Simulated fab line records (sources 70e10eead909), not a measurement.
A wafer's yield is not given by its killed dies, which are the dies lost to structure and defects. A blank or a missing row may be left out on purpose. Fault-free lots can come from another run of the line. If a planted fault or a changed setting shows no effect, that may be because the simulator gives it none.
Which of the tools did it? + flow nandHarc + Sampling: 12 lots, 36 wafers, 5 of 1302 route steps

## WHAT THE GAUGES READ, wafer by wafer
NHARC_P_BONDPAD_THK_MEAS_33: measures by ellipsometry. Usual: thkNm reads 199.9 nm (standard deviation 1.5).
| lot  | measured     | on           | thkNm (nm)        | flag |
|------|--------------|--------------|-------------------|------|
| L115 | day 6 14:43  | filmMetro-02 | 202.5 199.7 200.2 |      |
| L119 | day 8 01:01  | filmMetro-02 | 202.0 199.2 198.8 |      |
| L120 | day 8 17:41  | filmMetro-01 | 198.7 201.3 201.2 |      |
| L122 | day 9 09:28  | filmMetro-02 | 200.6 201.2 201.8 |      |
| L128 | day 12 01:44 | filmMetro-01 | 200.5 201.1 200.2 |      |
| L132 | day 13 12:36 | filmMetro-02 | 199.0 200.4 198.4 |      |
| L133 | day 14 03:34 | filmMetro-02 | 199.4 198.7 199.4 |      |
| L134 | day 14 12:50 | filmMetro-01 | 203.1 200.4 201.7 |      |
| L135 | day 15 01:43 | filmMetro-02 | 200.5 201.3 200.2 |      |
| L136 | day 15 02:30 | filmMetro-02 | 200.1 201.3 199.0 |      |
| L137 | day 15 13:42 | filmMetro-02 | 200.7 202.4 199.4 |      |
| L138 | day 16 01:03 | filmMetro-01 | 198.1 197.6 198.4 |      |

NHARC_P_BONDPAD_THK_MEAS_20: measures by xrf. Usual: thkNm reads 160.6 nm (standard deviation 1.6).
| lot  | measured     | on           | thkNm (nm)        | flag |
|------|--------------|--------------|-------------------|------|
| L115 | day 6 17:52  | filmMetro-01 | 161.2 162.5 161.7 |      |
| L119 | day 8 04:10  | filmMetro-02 | 158.1 157.9 159.7 |      |
| L120 | day 8 20:44  | filmMetro-02 | 160.0 162.9 163.3 |      |
| L122 | day 9 12:31  | filmMetro-02 | 159.6 161.4 160.3 |      |
| L128 | day 12 04:55 | filmMetro-02 | 158.8 158.7 157.5 |      |
| L132 | day 13 15:43 | filmMetro-02 | 162.4 163.9 161.0 |      |
| L133 | day 14 06:41 | filmMetro-02 | 162.8 163.1 163.3 |      |
| L134 | day 14 16:08 | filmMetro-02 | 159.1 156.7 158.4 |      |
| L135 | day 15 04:51 | filmMetro-01 | 161.6 160.0 159.7 |      |
| L136 | day 15 05:38 | filmMetro-02 | 160.3 160.2 160.8 |      |
| L137 | day 15 16:49 | filmMetro-02 | 161.3 162.1 162.2 |      |
| L138 | day 16 04:30 | filmMetro-02 | 161.3 158.2 161.6 |      |

NHARC_END_SORT_01. Usual: defectLimitedYield is 90.9 % with standard deviation 2.6, killedAtArray is 57 with standard deviation 18, killedAtOther is 0.9 with standard deviation 1.3, killedAtPeriphery is 3.5 with standard deviation 2.2, killedDies is 62 with standard deviation 18, killedOpen is 3.0 with standard deviation 1.7, and killedShort is 2.3 with standard deviation 1.5.
| lot  | measured     | on        | defectLimitedYield (%) | killedAtArray | killedAtOther | killedAtPeriphery | killedDies | killedOpen | killedShort | flag |
|------|--------------|-----------|------------------------|---------------|---------------|-------------------|------------|------------|-------------|------|
| L115 | day 24 18:43 | prober-01 | 88.2 85.4 89.5         | 74 95 69      | 0 1 0         | 6 3 2             | 80 99 71   | 5 5 2      | 3 9 0       |      |
| L120 | day 26 22:14 | prober-01 | 92.0 92.2 90.1         | 48 49 63      | 1 1 1         | 5 3 3             | 54 53 67   | 3 5 5      | 2 0 1       |      |
| L122 | day 27 20:34 | prober-01 | 92.0 93.4 91.6         | 47 40 52      | 3 1 3         | 4 4 2             | 54 45 57   | 1 5 1      | 2 1 3       |      |
| L133 | day 31 13:04 | prober-01 | 91.1 92.0 91.6         | 55 49 46      | 0 0 0         | 5 5 11            | 60 54 57   | 1 4 2      | 1 0 1       |      |
| L138 | day 33 18:53 | prober-02 | 94.5 94.8 92.3         | 34 34 48      | 0 0 0         | 3 1 4             | 37 35 52   | 4 1 2      | 3 2 3       |      |

## WHAT TOOL EACH LOT RAN ON (gives the tool, then ch and the chambers of the sampled wafers, and finally the start)
| lot  | NHARC_P_BONDPAD_ETCH_12           | NHARC_P_BONDPAD_PVD_27                 |
|------|-----------------------------------|----------------------------------------|
| L115 | rieDiel-08 ch 0,1, day 6 15:40    | pvdSputter-02, day 6 17:52 or earlier  |
| L119 | rieDiel-03 ch 0,1,2, day 8 02:00  | pvdSputter-01, day 8 04:10 or earlier  |
| L120 | rieDiel-13 ch 1,2, day 8 18:33    | pvdSputter-02, day 8 20:44 or earlier  |
| L122 | rieDiel-13 ch 0,1,2, day 9 10:20  | pvdSputter-01, day 9 12:31 or earlier  |
| L128 | rieDiel-08 ch 1,2,3, day 12 02:44 | pvdSputter-02, day 12 04:55 or earlier |
| L132 | rieDiel-03 ch 0,1,3, day 13 13:34 | pvdSputter-02, day 13 15:43 or earlier |
| L133 | rieDiel-13 ch 0,1,2, day 14 04:32 | pvdSputter-01, day 14 06:41 or earlier |
| L134 | rieDiel-13 ch 0,1,3, day 14 13:47 | pvdSputter-01, day 14 16:08 or earlier |
| L135 | rieDiel-08 ch 0,1,3, day 15 02:40 | pvdSputter-01, day 15 04:51 or earlier |
| L136 | rieDiel-08 ch 1,2,3, day 15 03:28 | pvdSputter-03, day 15 05:38 or earlier |
| L137 | rieDiel-03 ch 1,2,3, day 15 14:39 | pvdSputter-02, day 15 16:49 or earlier |
| L138 | rieDiel-13 ch 0,2,3, day 16 02:01 | pvdSputter-01, day 16 04:30 or earlier |
- NHARC_P_BONDPAD_ETCH_12: etches the open film in CHF3/O2, target depth 200 nm, time 100 s.
- NHARC_P_BONDPAD_PVD_27: deposits Cu, target thk 30 nm, time 20.49 s.

## WHAT THE TOOLS THEMSELVES READ (means of the sampled wafers that have a number; where no wafer has one, the mark that the record gives instead)
NHARC_P_BONDPAD_ETCH_12. Usual: chamberPressureMTorr 25.002 mTorr, standard deviation 0.026; chf3FlowSccm 50.01 sccm, standard deviation 0.14; drypumpMotorCurrentA 5.7 A, standard deviation 0.49; oesProductAu 0.944 a.u., standard deviation 0.021; rfVppV 370.9 V, standard deviation 2.4; runLengthS 121.6 s, standard deviation 0.42; showerheadPlenumPTorr 2.42 Torr, standard deviation 0.1; throttleValvePct 20.572 %, standard deviation 0.0084.
| lot  | tool       | chamberPressureMTorr (mTorr) | chf3FlowSccm (sccm) | drypumpMotorCurrentA (A) | oesProductAu (a.u.) | rfVppV (V) | runLengthS (s) | showerheadPlenumPTorr (Torr) | throttleValvePct (%) | flag |
|------|------------|------------------------------|---------------------|--------------------------|---------------------|------------|----------------|------------------------------|----------------------|------|
| L115 | rieDiel-08 | 25.005                       | 49.99               | 5.6                      | 0.940               | 369.9      | 121.7          | 2.37                         | 20.580               |      |
| L119 | rieDiel-03 | 25.001                       | 49.97               | 5.4                      | 0.923               | 371.8      | 121.7          | 2.50                         | 20.572               |      |
| L120 | rieDiel-13 | 25.013                       | 49.93               | 5.8                      | 0.967               | 368.4      | 127.0          | 2.32                         | 20.569               | OFF  |
| L122 | rieDiel-13 | 25.012                       | 49.96               | 5.6                      | 0.926               | 370.7      | 132.0          | 2.39                         | 20.567               | OFF  |
| L128 | rieDiel-08 | 25.006                       | 50.18               | 5.8                      | 0.943               | 369.6      | 121.8          | 2.36                         | 20.570               |      |
| L132 | rieDiel-03 | 25.009                       | 49.90               | 5.4                      | 0.968               | 371.3      | 121.4          | 2.50                         | 20.573               |      |
| L133 | rieDiel-13 | 25.012                       | 50.11               | 5.6                      | 0.922               | 369.7      | 121.6          | 2.38                         | 20.579               |      |
| L134 | rieDiel-13 | 25.011                       | 50.06               | 5.6                      | 0.950               | 368.7      | 121.6          | 2.38                         | 20.573               |      |
| L135 | rieDiel-08 | 25.021                       | 49.84               | 5.8                      | 0.933               | 371.7      | 121.7          | 2.43                         | 20.573               |      |
| L136 | rieDiel-08 | 25.001                       | 50.01               | 5.8                      | 0.972               | 370.0      | 121.9          | 2.36                         | 20.564               |      |
| L137 | rieDiel-03 | 24.988                       | 50.07               | 5.3                      | 0.923               | 372.4      | 121.9          | 2.49                         | 20.569               |      |
| L138 | rieDiel-13 | 25.008                       | 49.89               | 6.0                      | 0.973               | 370.0      | 121.2          | 2.39                         | 20.572               |      |

NHARC_P_BONDPAD_PVD_27. Usual: chamberPressurePa 5.000 Pa, standard deviation 0.0097; throttleValvePct 30.0 %, standard deviation 1.4.
| lot  | tool          | chamberPressurePa (Pa) | throttleValvePct (%) | flag |
|------|---------------|------------------------|----------------------|------|
| L115 | pvdSputter-02 | 5.005                  | 30.6                 |      |
| L119 | pvdSputter-01 | 5.004                  | 30.1                 |      |
| L120 | pvdSputter-02 | 4.989                  | 28.3                 |      |
| L122 | pvdSputter-01 | 5.009                  | 30.3                 |      |
| L128 | pvdSputter-02 | 5.000                  | 29.0                 |      |
| L132 | pvdSputter-02 | 5.008                  | 28.7                 |      |
| L133 | pvdSputter-01 | 5.003                  | 30.8                 |      |
| L134 | pvdSputter-01 | 5.009                  | 30.6                 |      |
| L135 | pvdSputter-01 | 5.007                  | 30.6                 |      |
| L136 | pvdSputter-03 | 5.004                  | 29.9                 |      |
| L137 | pvdSputter-02 | 5.000                  | 30.4                 |      |
| L138 | pvdSputter-01 | 4.990                  | 30.4                 |      |

## THE ANSWER, worked out from the rows above alone
Rule: lot off if the mean of its wafers having a number is beyond 3 standard deviations from the usual mean. A lot without any number at a reading at which 4 lots or more have one is off too. The other lots that the step has rows for count as sound. Order of review: gauges by route order, followed by the tools' own readings, for which a lot's mean as printed above is used. At the first step where some lot is off, the reading lying furthest off is the one used; lots without a number count as furthest.
Off: L120, L122, at NHARC_P_BONDPAD_ETCH_12 (runLengthS).
A tool fits if, at that step or a process step before it, it ran every lot that is off, and no sound lot after the first of them. None of those tried fits.

## WHAT THE SIMULATOR HAD INSERTED
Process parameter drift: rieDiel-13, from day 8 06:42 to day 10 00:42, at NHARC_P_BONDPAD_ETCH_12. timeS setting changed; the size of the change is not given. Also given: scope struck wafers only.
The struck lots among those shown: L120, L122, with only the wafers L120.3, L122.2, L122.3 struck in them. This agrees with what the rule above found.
